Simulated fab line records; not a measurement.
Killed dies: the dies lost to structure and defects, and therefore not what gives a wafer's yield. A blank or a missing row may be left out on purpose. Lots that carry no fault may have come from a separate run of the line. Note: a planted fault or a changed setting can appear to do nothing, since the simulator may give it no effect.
Matching of chambers | flow nand harc | rie diel-13 running NHARC_A_STAIRCASE_DESCUM_312: 4 sister chambers
The step chemistry O2, time 3 s. 4 wafers are shown with their chamber, then 11 later ones without.

== WAFERS PAIRED WITH THEIR CHAMBERS ==
wafer  | chamber | drypump motor current A (A)
L080.6 | 3       | 5.5
L086.5 | 2       | 5.1
L086.6 | 1       | 5.9
L087.2 | 0       | 5.4

== WAFERS WHOSE CHAMBER IS MISSING ==
wafer  | drypump motor current A (A)
L087.3 | 5.5
L087.6 | 5.5
L093.4 | 5.5
L093.5 | 5.2
L093.6 | 5.5
L095.1 | 5.5
L095.4 | 5.3
L095.6 | 5.9
L096.4 | 5.9
L096.5 | 5.9
L096.6 | 5.1

== CHAMBER TAKEN BY EACH ==
wafer  | from the rows above | in truth
L087.3 | 3                   | 3
L087.6 | 3                   | 3
L093.4 | 3                   | 3
L093.5 | 2                   | 2
L093.6 | 3                   | 3
L095.1 | 3                   | 3
L095.4 | 0                   | 0
L095.6 | 1                   | 1
L096.4 | 1                   | 1
L096.5 | 1                   | 1
L096.6 | 2                   | 2
Correctly placed: 11 of 11. Left unplaced by these rows: 0. Number placed wrongly: 0.
How it was worked out, from the rows above alone: a wafer's distance from a chamber is the root of the sum, over the readings, of the square of ((its reading less the chamber's mean) divided by the reading's scatter). If the next closest chamber is less than 2 further off than the closest, the wafer can't be placed; otherwise it belongs to the closest. The mean given for a chamber averages the wafers shown for that chamber. The scatter: root of mean squared gap, hidden wafer to nearest shown wafer, with one shown wafer a chamber.
